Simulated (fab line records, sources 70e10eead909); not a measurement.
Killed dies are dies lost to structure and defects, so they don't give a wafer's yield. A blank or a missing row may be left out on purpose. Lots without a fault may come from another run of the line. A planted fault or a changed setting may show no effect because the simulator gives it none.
Chamber matching | flow nand_harc | NHARC_P_GATE_DESCUM_93 on rie_diel-13: 4 sister chambers
The step chemistry O2, time 3 s. 14 wafers are shown with their chamber, then 7 later ones without.

WAFERS WITH THEIR CHAMBER
wafer  | chamber | showerhead_plenum_p_Torr (Torr) | drypump_motor_current_A (A) | oes_product_au (a.u.)
L074.1 | 0       | 1.89                            | 5.7                         | 1.003
L074.2 | 3       | 2.03                            | 5.5                         | 0.988
L074.5 | 1       | 1.80                            | 4.7                         | 0.994
L076.3 | 2       | 1.96                            | 4.9                         | 1.009
L076.5 | 3       | 2.03                            | 5.5                         | 0.980
L076.6 | 0       | 1.89                            | 5.8                         | 1.004
L082.1 | 2       | 1.96                            | 4.9                         | 1.001
L082.3 | 0       | 1.89                            | 5.7                         | 1.003
L082.6 | 1       | 1.79                            | 4.7                         | 0.996
L089.1 | 3       | 2.03                            | 5.5                         | 0.983
L089.2 | 2       | 1.96                            | 4.9                         | 1.005
L089.3 | 1       | 1.79                            | 4.7                         | 0.994
L090.1 | 2       | 1.95                            | 4.9                         | 1.000
L090.4 | 1       | 1.79                            | 4.7                         | 0.998

SIGNATURES (means of the wafers above)
reading                  | chamber 0 | chamber 1 | chamber 2 | chamber 3 | scatter within a chamber
showerhead_plenum_p_Torr | 1.8900    | 1.7925    | 1.9575    | 2.0300    | 0.00387
drypump_motor_current_A  | 5.733     | 4.700     | 4.900     | 5.500     | 0.0258
oes_product_au           | 1.00333   | 0.99550   | 1.00375   | 0.98367   | 0.00308
Rule: a wafer's distance from a chamber is the root of the sum, over the readings, of the square of ((its reading less the chamber's mean) divided by the reading's scatter). The wafer belongs to the nearest chamber; if the next one is less than 2 further off, it can't be placed. The scatter: the root of (the sum of the squares of (reading less its chamber's mean) over the shown wafers, divided by (wafers less chambers)).

WAFERS WITHOUT THEIR CHAMBER
wafer  | showerhead_plenum_p_Torr (Torr) | drypump_motor_current_A (A) | oes_product_au (a.u.)
L090.5 | 1.79                            | 4.7                         | 0.989
L093.1 | 1.79                            | 4.7                         | 0.987
L093.2 | 2.03                            | 5.5                         | 0.978
L093.5 | 2.03                            | 5.5                         | 0.987
L096.3 | 1.79                            | 4.7                         | 0.993
L096.5 | 1.79                            | 4.7                         | 0.997
L096.6 | 1.88                            | 5.7                         | 1.010

WHICH CHAMBER EACH WENT THROUGH
wafer  | from the rows above | in truth
L090.5 | 1                   | 1
L093.1 | 1                   | 1
L093.2 | 3                   | 3
L093.5 | 3                   | 3
L096.3 | 1                   | 1
L096.5 | 1                   | 1
L096.6 | 0                   | 0
Placed correctly: 7 of 7. Can't be placed from these rows: 0. Placed wrongly: 0.
